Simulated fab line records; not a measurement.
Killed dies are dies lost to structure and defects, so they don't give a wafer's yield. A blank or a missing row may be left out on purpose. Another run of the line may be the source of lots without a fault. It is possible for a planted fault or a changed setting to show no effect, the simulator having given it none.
What tool caused it? | flow nand-harc | 33 wafers from 11 lots sampled at 5 of the route's 1159 steps

WHAT EACH GAUGE READ, for each wafer
NHARC_END_SORT_01.
lot  | measured     | on        | killed-at-array
L854 | day 22 06:53 | prober-01 | 43 32

EACH LOT AND THE TOOL THAT RAN IT (in order: tool; ch and the chambers of the sampled wafers; start)
lot  | NHARC_A_STAIRCASE_TRIM_220         | NHARC_A_STAIRCASE_ETCH_227                    | NHARC_A_STAIRCASE_TRIM_231         | NHARC_A_STAIRCASE_TRIM_235
L845 | rie-diel-02 ch 0,3, day 10 07:50   | rie-diel-02 ch 1,2,3, day 10 09:49 or earlier | rie-diel-02 ch 0,3, day 10 09:49   | rie-diel-02 ch 1,2, no start
L848 | rie-diel-02 ch 0,1,3, day 11 23:08 | rie-diel-02 ch 0,1,2, day 12 00:26 or earlier | rie-diel-02 ch 0,1,2, day 12 00:26 | rie-diel-02 ch 0,2,3, no start
L847 | rie-diel-03 ch 1,2, day 12 00:49   | rie-diel-03 ch 0,1,2, day 12 02:11 or earlier | rie-diel-12 ch 1,2, day 12 02:11   | rie-diel-12 ch 2,3, no start
L849 | rie-diel-03 ch 0,1,2, day 12 02:01 | rie-diel-03 ch 1,2, day 12 03:28 or earlier   | rie-diel-03 ch 2,3, day 12 03:28   | rie-diel-03 ch 0,1,2, no start
L857 | rie-diel-02 ch 1,3, day 14 01:07   | rie-diel-02 ch 0,1,2, day 14 02:32 or earlier | rie-diel-03 ch 2,3, day 14 02:32   | rie-diel-03 ch 1,2,3, no start
L854 | rie-diel-12 ch 0,1,3, day 14 04:08 | rie-diel-12 ch 0,3, day 14 05:25 or earlier   | rie-diel-03 ch 0,3, day 14 05:25   | rie-diel-03 ch 0,3, day 22 06:53 or earlier
L860 | rie-diel-03 ch 0,2,3, day 14 17:20 | rie-diel-03 ch 0,1,3, day 14 18:49 or earlier | rie-diel-12 ch 0,1,3, day 14 18:49 | rie-diel-12 ch 0,1,2, no start
L864 | rie-diel-02 ch 0,1,2, day 15 19:09 | rie-diel-02 ch 0,1,3, day 15 20:37 or earlier | rie-diel-02 ch 0,2,3, day 15 20:37 | rie-diel-02 ch 0,2,3, no start
L862 | rie-diel-03 ch 0,3, day 15 19:38   | rie-diel-03 ch 0,1,2, day 15 21:52 or earlier | rie-diel-02 ch 1,2,3, day 15 21:52 | rie-diel-02 ch 0,1,3, no start
L865 | rie-diel-03 ch 0,1,3, day 16 00:47 | rie-diel-03 ch 1,2,3, day 16 02:04 or earlier | rie-diel-02 ch 1,2,3, day 16 02:04 | rie-diel-02 ch 0,1,3, no start
L868 | rie-diel-03 ch 0,2, day 16 19:50   | rie-diel-03 ch 0,1,2, day 16 21:19 or earlier | rie-diel-02 ch 1,2, day 16 21:19   | rie-diel-02 ch 1,3, no start
- NHARC_A_STAIRCASE_TRIM_220: chemistry O2, time 211.2 s.
- NHARC_A_STAIRCASE_ETCH_227: etches the open film in C4F8/O2, target depth 100 nm, time 40.5 s.
- NHARC_A_STAIRCASE_TRIM_231: chemistry O2, time 211.2 s.
- NHARC_A_STAIRCASE_TRIM_235: chemistry O2, time 211.2 s.

THE ANSWER, worked out from the rows above alone
Rule: usual is defined by the lots themselves. Put in order of their means at a reading, lots are off if they are a third of the lots or fewer, leave a main group of 4 or more, and stand apart from it by a gap of 3 or more times the standard deviation of the main group's means; of several such gaps the widest counts. If all means in a main group match to the digits the tables above print for the reading, that group is not used. Also off: a lot with no number at a reading for which 4 or more lots have one. All remaining lots with rows at the step are treated as sound.
Across all readings shown, no lot is off: no conclusion can be drawn from this.

WHAT WAS PUT IN BY THE SIMULATOR
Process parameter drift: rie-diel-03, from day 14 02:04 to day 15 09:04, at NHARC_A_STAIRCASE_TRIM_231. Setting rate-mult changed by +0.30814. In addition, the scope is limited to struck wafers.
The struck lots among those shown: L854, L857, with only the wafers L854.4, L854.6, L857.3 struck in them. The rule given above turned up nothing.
